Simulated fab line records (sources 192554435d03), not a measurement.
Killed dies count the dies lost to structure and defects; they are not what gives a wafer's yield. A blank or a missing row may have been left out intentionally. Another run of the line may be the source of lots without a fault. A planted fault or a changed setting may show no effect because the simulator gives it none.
Chamber matching ; flow n5 finfet ; N5_BEOL_M11_ETCH_62 on rie diel-03: 3 sister chambers
The step etches SOC in N2/H2, target depth 110 nm, overetch 22 nm, time 165 s. 6 wafers are shown with their chamber, then 6 later ones without.

EACH WAFER AND ITS CHAMBER
wafer;chamber;drypump motor current A (A);throttle valve pct (%)
L081.3;3;6.4;17.63
L080.4;3;6.4;17.64
L083.2;2;5.2;18.12
L083.5;0;6.5;17.44
L084.2;0;6.6;17.46
L084.3;2;5.2;18.12

WAFERS MISSING THEIR CHAMBER
wafer;drypump motor current A (A);throttle valve pct (%)
L084.5;6.6;17.45
L089.1;5.2;18.14
L089.3;6.4;17.65
L089.5;6.4;17.68
L093.2;6.4;17.67
L093.4;5.2;18.14

WHICH CHAMBER EACH WENT THROUGH
wafer;from the rows above;in truth
L084.5;0;0
L089.1;2;2
L089.3;3;3
L089.5;3;3
L093.2;3;3
L093.4;2;2
Correctly placed: 6 of 6. Not placeable from these rows: 0. 0 placed wrongly.
How it was worked out, from the rows above alone: a wafer's distance from a chamber is the root of the sum, over the readings, of the square of ((its reading less the chamber's mean) divided by the reading's scatter). The wafer belongs to the nearest chamber; if the next one is less than 2 further off, it can't be placed. The mean given for a chamber averages the wafers shown for that chamber. The scatter is the square root of a quotient: the sum, over the shown wafers, of each reading's squared deviation from its chamber's mean, divided by wafers minus chambers.
